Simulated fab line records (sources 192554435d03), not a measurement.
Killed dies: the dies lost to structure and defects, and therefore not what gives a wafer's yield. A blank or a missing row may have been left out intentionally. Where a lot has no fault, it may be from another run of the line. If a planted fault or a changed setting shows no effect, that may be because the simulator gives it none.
Which tool is to blame? | flow n5-finfet | 29 wafers from 10 lots sampled at 5 of the route's 1938 steps

== WHAT THE GAUGES SHOWED, per wafer ==
N5_FIN_SAQP_OCD_MEAS_76.
lot  | measured    | on     | trench-depth-nm (nm)
L281 | day 2 05:09 | ocd-02 | 119.3 118.3 120.0
L284 | day 2 20:49 | ocd-02 | 120.5 119.7 117.1
L285 | day 3 05:40 | ocd-02 | 122.8 120.2 121.0
L288 | day 3 20:40 | ocd-01 | 120.3 121.3 121.7
L290 | day 4 10:59 | ocd-01 | 118.9 120.7 119.1
L293 | day 5 09:02 | ocd-02 | 121.3 119.6 117.3
L294 | day 5 12:17 | ocd-02 | 118.9 122.6 122.7
L295 | day 5 16:51 | ocd-01 | 120.2 118.7 120.4
L296 | day 5 23:13 | ocd-01 | 118.1 116.3 121.8
L300 | day 6 20:47 | ocd-02 | 121.7 121.2

N5_FIN_SAQP_INSPECT_40: inspects for defects (brightfield).
lot  | measured    | on                | raw-defect-count
L281 | day 2 05:11 | defect-inspect-02 | 240 261 233
L284 | day 2 20:50 | defect-inspect-01 | 245 210 176
L285 | day 3 05:42 | defect-inspect-01 | 248 276 306
L288 | day 3 20:42 | defect-inspect-01 | 234 282 244
L290 | day 4 11:01 | defect-inspect-01 | 261 169 249
L293 | day 5 09:04 | defect-inspect-02 | 336 313 237
L294 | day 5 12:19 | defect-inspect-02 | 364 285 295
L295 | day 5 16:53 | defect-inspect-01 | 172 199 234
L296 | day 5 23:15 | defect-inspect-01 | 138 162 105
L300 | day 6 20:49 | defect-inspect-01 | 142 238

N5_FIN_CUT_CD_MEAS_08 targets a cd of 29.1 nm.
lot  | measured    | on        | cd-nm (nm)
L281 | day 2 05:29 | cd-sem-03 | 29.24 28.96 29.02
L284 | day 2 21:08 | cd-sem-03 | 28.97 28.74 29.40
L285 | day 3 06:08 | cd-sem-02 | 29.03 28.94 29.15
L288 | day 3 21:08 | cd-sem-01 | 28.92 29.03 29.05
L290 | day 4 11:27 | cd-sem-03 | 29.05 28.98 28.87
L293 | day 5 09:29 | cd-sem-01 | 29.06 29.41 28.95
L294 | day 5 12:47 | cd-sem-01 | 29.17 28.97 29.10
L295 | day 5 17:19 | cd-sem-02 | 29.51 29.12 28.74
L296 | day 5 23:33 | cd-sem-02 | 28.95 28.76 28.75
L300 | day 6 21:15 | cd-sem-03 | 29.15 28.74

N5_BEOL_M4_RC_MEAS_101.
lot  | measured     | on        | DIBL_N (mV/V)  | DIBL_P (mV/V)  | IOFF_N (nA/um) | IOFF_P (nA/um) | ION_N (uA/um) | ION_P (uA/um) | SS_N (mV/dec)  | SS_P (mV/dec)  | VT_N (mV)   | VT_P (mV)
L281 | day 8 03:11  | prober-02 | 36.6 37.2 39.9 | 38.2 38.7 40.6 | 0.15 0.17 0.22 | 0.21 0.21 0.24 | 675 677 694   | 463 462 465   | 72.2 71.7 72.0 | 74.0 73.7 74.3 | 249 247 244 | -253 -252 -250
L284 | day 8 15:56  | prober-02 | 35.4 35.4 35.0 | 37.8 38.0 38.6 | 0.16 0.16 0.16 | 0.21 0.22 0.22 | 684 673 680   | 464 463 469   | 71.1 71.4 71.7 | 73.1 74.1 72.9 | 250 252 246 | -249 -249 -248
L285 | day 9 02:04  | prober-01 | 36.2 36.6 36.1 | 35.0 36.3 35.0 | 0.17 0.18 0.16 | 0.23 0.25 0.24 | 682 670 667   | 467 465 464   | 72.2 71.1 71.3 | 73.1 73.9 74.1 | 249 248 251 | -249 -244 -244
L288 | day 10 08:27 | prober-02 | 36.1 37.5 34.2 | 37.4 40.0 36.7 | 0.15 0.18 0.13 | 0.18 0.22 0.17 | 668 683 663   | 453 461 454   | 72.2 72.6 71.3 | 73.5 73.6 73.4 | 252 249 255 | -254 -251 -255
L290 | day 11 00:33 | prober-01 | 37.2 35.9 39.3 | 35.5 34.6 39.4 | 0.14 0.13 0.20 | 0.16 0.15 0.22 | 685 672 696   | 457 448 471   | 71.5 70.8 72.7 | 72.6 72.3 73.3 | 251 253 247 | -257 -257 -256
L293 | day 11 07:14 | prober-02 | 38.8 34.0 37.5 | 39.5 34.5 38.3 | 0.22 0.14 0.20 | 0.29 0.21 0.27 | 700 680 692   | 477 470 481   | 72.2 70.5 72.0 | 73.8 72.9 73.9 | 244 250 248 | -246 -247 -247
L294 | day 11 13:28 | prober-01 | 38.1 36.2 38.5 | 37.1 34.5 36.3 | 0.21 0.17 0.20 | 0.23 0.20 0.22 | 688 685 688   | 457 465 464   | 72.2 71.8 71.9 | 73.6 73.4 73.7 | 243 244 248 | -248 -252 -250
L295 | day 11 14:49 | prober-01 | 37.4 35.4 37.1 | 36.0 35.0 36.2 | 0.17 0.14 0.16 | 0.22 0.20 0.22 | 666 672 683   | 461 463 470   | 72.2 71.1 72.7 | 73.8 73.4 73.7 | 253 254 253 | -248 -253 -249
L296 | day 11 18:20 | prober-02 | 33.9 36.5 36.3 | 34.1 37.3 37.6 | 0.14 0.19 0.19 | 0.18 0.24 0.24 | 675 692 685   | 463 475 469   | 71.0 72.0 71.5 | 72.3 73.5 73.3 | 250 244 245 | -252 -247 -247
L300 | day 12 18:43 | prober-02 | 34.6 35.2      | 34.6 34.7      | 0.13 0.13      | 0.20 0.20      | 650 659       | 458 460       | 71.4 71.3      | 72.5 72.6      | 249 250     | -248 -247

== TOOL THAT RAN EACH LOT (tool first, then ch and the chambers of the sampled wafers, then the start) ==
lot  | N5_FIN_CUT_CUT_ETCH_26
L281 | rie-diel-05 ch 0,1, day 2 06:03
L284 | rie-diel-04 ch 0,2,3, day 2 21:43
L285 | rie-diel-06 ch 0,3, day 3 06:41
L288 | rie-diel-05 ch 2,3, day 3 21:41
L290 | rie-diel-06 ch 1,2,3, day 4 12:01
L293 | rie-diel-04 ch 2,3, day 5 10:03
L294 | rie-diel-05 ch 1,2,3, day 5 13:38
L295 | rie-diel-06 ch 0,2, day 5 17:57
L296 | rie-diel-06 ch 0,2,3, day 6 00:07
L300 | rie-diel-05 ch 2, day 6 21:55
- N5_FIN_CUT_CUT_ETCH_26: etches SiNx in CH3F/O2, target depth 39 nm, time 55.7 s.

== AS READ BY THE TOOLS THEMSELVES (means over the sampled wafers that have a number; for cases with no such wafer, the mark the record gives instead) ==
N5_FIN_CUT_CUT_ETCH_26.
lot  | tool        | drypump-motor-current-A (A) | oes_o_777_au (a.u.) | oes-product-au (a.u.) | rf-fwd-power-W (W) | rf-vpp-V (V) | showerhead-plenum-p-Torr (Torr) | throttle-valve-pct (%)
L281 | rie-diel-05 | 5.6                         | 0.76                | 0.77                  | 391.5              | 297          | 1.94                            | 16.37
L284 | rie-diel-04 | 5.9                         | 0.82                | 0.81                  | 390.8              | 296          | 2.02                            | 16.57
L285 | rie-diel-06 | 5.8                         | 0.76                | 0.77                  | 391.7              | 295          | 1.98                            | 16.62
L288 | rie-diel-05 | 5.0                         | 0.78                | 0.78                  | 391.1              | 292          | 1.97                            | 16.46
L290 | rie-diel-06 | 5.5                         | 0.75                | 0.76                  | 391.4              | 301          | 2.03                            | 16.30
L293 | rie-diel-04 | 5.8                         | 0.75                | 0.73                  | 391.5              | 296          | 2.02                            | 16.65
L294 | rie-diel-05 | 5.1                         | 0.77                | 0.77                  | 392.5              | 295          | 1.94                            | 16.42
L295 | rie-diel-06 | 5.8                         | 0.93                | 0.90                  | 422.4              | 290          | 2.12                            | 16.49
L296 | rie-diel-06 | 5.8                         | 0.89                | 0.86                  | 422.2              | 290          | 2.11                            | 16.37
L300 | rie-diel-05 | 4.8                         | 0.77                | 0.77                  | 392.8              | 292          | 2.01                            | 16.52

== THE ANSWER, worked out from the rows above alone ==
Rule: what is usual is taken from the lots themselves. Put in order of their means at a reading, lots are off if they are a third of the lots or fewer, leave a main group of 4 or more, and stand apart from it by a gap of 3 or more times the standard deviation of the main group's means; of several such gaps the widest counts. A main group is skipped when, at the precision printed for the reading in the tables above, its means are all equal. Also off: a lot with no number at a reading for which 4 or more lots have one. Any other lot the step has rows for is counted as sound. Order of review: gauges by route order, followed by the tools' own readings, for which a lot's mean as printed above is used. The first step at which some lot is off is used, and at that step the reading that is off furthest; a lot without a number counts as furthest.
Off at N5_FIN_CUT_CUT_ETCH_26 (rf-fwd-power-W): L295, L296. For the main group the mean is 391.7 W and the standard deviation 0.63.
If a tool, at that step or one of the process steps before it, ran each lot that is off and ran no sound lot following the first of them, it fits. One candidate fits, namely rie-diel-06 at N5_FIN_CUT_CUT_ETCH_26. A fault onset in the window from L290 (day 4 12:01, its last sound lot) to L295 (day 5 17:57, its first lot off) fits.
The tool's own readings at N5_FIN_CUT_CUT_ETCH_26 bear it out: on the lots that are off they differ by more than 5 times the standard deviation of the sound lots' means. oes_o_777_au reads 0.91 a.u. there against 0.77 a.u. on the sound lots; oes-product-au reads 0.88 a.u. there against 0.77 a.u. on the sound lots; rf-fwd-power-W reads 422.3 W there against 391.7 W on the sound lots.

== WHAT HAD BEEN PUT IN BY THE SIMULATOR ==
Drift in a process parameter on rie-diel-06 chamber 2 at N5_FIN_CUT_CUT_ETCH_26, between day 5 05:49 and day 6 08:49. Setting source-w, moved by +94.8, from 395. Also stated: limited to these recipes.
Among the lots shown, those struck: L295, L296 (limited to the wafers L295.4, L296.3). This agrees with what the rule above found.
